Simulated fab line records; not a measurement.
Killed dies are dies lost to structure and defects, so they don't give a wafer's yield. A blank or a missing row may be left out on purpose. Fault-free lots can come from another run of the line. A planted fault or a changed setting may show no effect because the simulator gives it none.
Matching of chambers | flow nand_harc | NHARC_A_CHANNEL_FILL_D1_ETCHBACK_20 on rie_diel-02 has 4 sister chambers
The step etches the open film in C4F8/O2/Ar, target depth 27 nm, time 13.5 s. 4 wafers are shown with their chamber, then 8 later ones without.

== WAFERS PAIRED WITH THEIR CHAMBERS ==
wafer  | chamber | rf_vpp_V (V)
L076.1 | 3       | 989
L079.1 | 2       | 988
L083.5 | 1       | 982
L087.2 | 0       | 973

== WAFERS WITHOUT THEIR CHAMBER ==
wafer  | rf_vpp_V (V)
L087.3 | 989
L087.4 | 987
L089.3 | 989
L089.4 | 973
L089.5 | 988
L090.1 | 973
L090.3 | 990
L090.4 | 987

== CHAMBER TAKEN BY EACH ==
wafer  | from the rows above     | in truth
L087.3 | can't be placed: 3 or 2 | 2
L087.4 | can't be placed: 2 or 3 | 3
L089.3 | can't be placed: 3 or 2 | 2
L089.4 | 0                       | 0
L089.5 | can't be placed: 2 or 3 | 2
L090.1 | 0                       | 0
L090.3 | can't be placed: 3 or 2 | 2
L090.4 | can't be placed: 2 or 3 | 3
Correctly placed: 2 of 8. Cannot be placed on the basis of these rows: 6; the candidates contain the true chamber in 6. Wrongly placed: 0.
How it was worked out, from the rows above alone: a wafer's distance from a chamber is the root of the sum, over the readings, of the square of ((its reading less the chamber's mean) divided by the reading's scatter). The wafer belongs to the nearest chamber; if the next one is less than 2 further off, it can't be placed. The mean given for a chamber averages the wafers shown for that chamber. The scatter: root of mean squared gap, hidden wafer to nearest shown wafer, with one shown wafer a chamber.
